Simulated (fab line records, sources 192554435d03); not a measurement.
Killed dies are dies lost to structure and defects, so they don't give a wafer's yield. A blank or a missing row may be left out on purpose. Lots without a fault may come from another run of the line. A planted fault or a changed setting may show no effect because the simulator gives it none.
A struck lot beside a sound one | flow n5_finfet | 36 steps out of a route of 1938
Sound: wafers L492.1, L492.2, L492.3. Struck: wafer L489.1. (L489.4 of the same lot was not struck and is left out.) The cause comes at the end.
At each step with rows: each side's tool, then ch and its chambers, then its first start. Under that, the readings that differ: sound wafers | struck wafers | difference of the means | sigmas: that difference in standard deviations of wafers without a fault.
alike: readings whose means differ by less than 2 such deviations, and words and numbers that are the same on both sides. not compared: withheld readings, readings that some wafer has no value for, bounds like >300 that may hide the same value, and numbers for which the record gives no deviation and whose values overlap.
The two part at a step that has a row with sigmas, a row that says differs or no value, or rows on one side only. Numbers that don't overlap but have no deviation are shown without sigmas and don't part them. A reading that every wafer of one side lacks parts them only if that side has two wafers or more.

first, 9 steps without rows for these wafers: N5_BEOL_M4_ANNEAL_95 (time 240 s); N5_BEOL_M4_SPUTTER_96 (material Cu, target thk 4.5 nm, time 8.29 s); N5_BEOL_M4_ECD_50 (material Cu, target thk 300 nm); N5_BEOL_M4_ANNEAL_51 (time 90 s); N5_BEOL_M4_CMP_52 (polishes, stops on SiOC, t overpolish 6.8 s, target thk 40 nm); N5_BEOL_M4_PRE_CLEAN_60 (time 15 s); N5_BEOL_M4_CO_CAP_55 (material Co, precursor CCTBA/H2, target thk 2 nm, time 102.1 s); N5_BEOL_M4_PRE_CLEAN_56 (time 15 s); N5_BEOL_M4_DEP_57 (deposits SiCN from 3MS/NH3, target thk 8 nm, time 14 s).
N5_BEOL_M4_RC_MEAS_101:
  sound on prober-02 ch 0, day 11 21:58; struck on prober-02 ch 0, day 10 22:19
  alike: DIBL_N, DIBL_P, IOFF_N, IOFF_P, ION_N, ION_P, SS_N, SS_P, VT_N, VT_P
then, 24 steps without rows for these wafers: N5_BEOL_M5_ILD_DEP_00 (deposits SiCOH lowk from DEMS/porogen, target thk 140.64 nm, time 25.9 s); N5_BEOL_M5_CURE_79 (cures SiCOH lowk, time 240 s); N5_BEOL_M5_PECVD_70 (deposits SiO2 from TEOS/O2, target thk 16 nm, time 18 s); N5_BEOL_M5_HM_DEP_02 (deposits TiN, target thk 20 nm); N5_BEOL_M5_COAT_59 (time 60 s, resist thk 60 nm); N5_BEOL_M5_COAT_60 (time 60 s, resist thk 12 nm); N5_BEOL_M5_COAT_71 (time 60 s, resist thk 5 nm); N5_BEOL_M5_COAT_05 (resist thk 30 nm); N5_BEOL_M5_EBR_07; N5_BEOL_M5_SOFTBAKE_06 (time 60 s); N5_BEOL_M5_EXPOSE_08 (exposes mask M5, target cd 28 nm); N5_BEOL_M5_PEB_09 (peb time 60 s); N5_BEOL_M5_DEVELOP_10 (develop time 30 s); N5_BEOL_M5_DESCUM_16 (chemistry O2, time 7 s); N5_BEOL_M5_ETCH_72 (etches underlayer in N2/H2, target depth 6.5 nm, time 5.2 s); N5_BEOL_M5_ETCH_61 (etches SiARC in CF4, target depth 15.6 nm, time 26 s); N5_BEOL_M5_ETCH_62 (etches SOC in N2/H2, target depth 75 nm, overetch 15 nm, time 112.5 s); N5_BEOL_M5_STRIP_63 (strips in N2/H2); N5_BEOL_M5_STRIP_73 (strips in N2/H2); N5_BEOL_M5_STRIP_64 (strips in CF4); N5_BEOL_M5_HM_OPEN_17 (chemistry Cl2/BCl3, target TiN, target depth 20 nm, overetch 6 nm); N5_BEOL_M5_STRIP_19 (strips in O2); N5_BEOL_M5_COAT_65 (time 60 s, resist thk 60 nm); N5_BEOL_M5_COAT_66 (time 60 s, resist thk 12 nm).
-- the record jumps here: 4 days lie between the struck wafers' starts before and after (it left off in module BEOL_M5 and takes up again in module BEOL_M15, whose first step shown is number 1821 of the route) --
N5_BEOL_M15_SPUTTER_45: material Cu, target thk 100 nm, time 16.67 s.
  sound on pvd_sputter-03, day 15 08:45; struck on pvd_sputter-01, day 14 21:19
  alike: throttle_valve_pct
N5_PASSIVATION_PROBE_49:
  sound on prober-02, day 16 00:30; struck on prober-01, day 15 13:27
  reading                  | sound          | struck | difference | sigmas
  defect_limited_yield (%) | 91.8 90.9 92.2 | 71.4   | -20.2      | -14
  killed_at_M0_to_M3       | 26 28 15       | 46     | +23        | +2
  killed_at_M4_up          | 20 15 12       | 244    | +228       | +37
  killed_dies              | 97 107 92      | 338    | +239       | +14
  killed_on_rim            | 8 9 11         | 53     | +44        | +11
  sort_bin_5_function (%)  | 4.5 5.6 4.7    | 18.5   | +13.6      | +15
  sort_bin_6_memory (%)    | 3.1 3.1 3.1    | 9.6    | +6.5       | +10
  sort_bin_8_speed (%)     | 0 0 0          | 0.08   | +0.08      | +5
  sort_n_pass              | 1083 1073 1088 | 842    | -239       | -15
  sort_yield_pct (%)       | 91.8 90.9 92.2 | 71.4   | -20.2      | -14
  alike: killed_at_contacts, killed_at_front_end, killed_at_other, killed_open, killed_short

WHERE THEY PART
Only at N5_PASSIVATION_PROBE_49, within this record.

WHY: what the simulator had put in
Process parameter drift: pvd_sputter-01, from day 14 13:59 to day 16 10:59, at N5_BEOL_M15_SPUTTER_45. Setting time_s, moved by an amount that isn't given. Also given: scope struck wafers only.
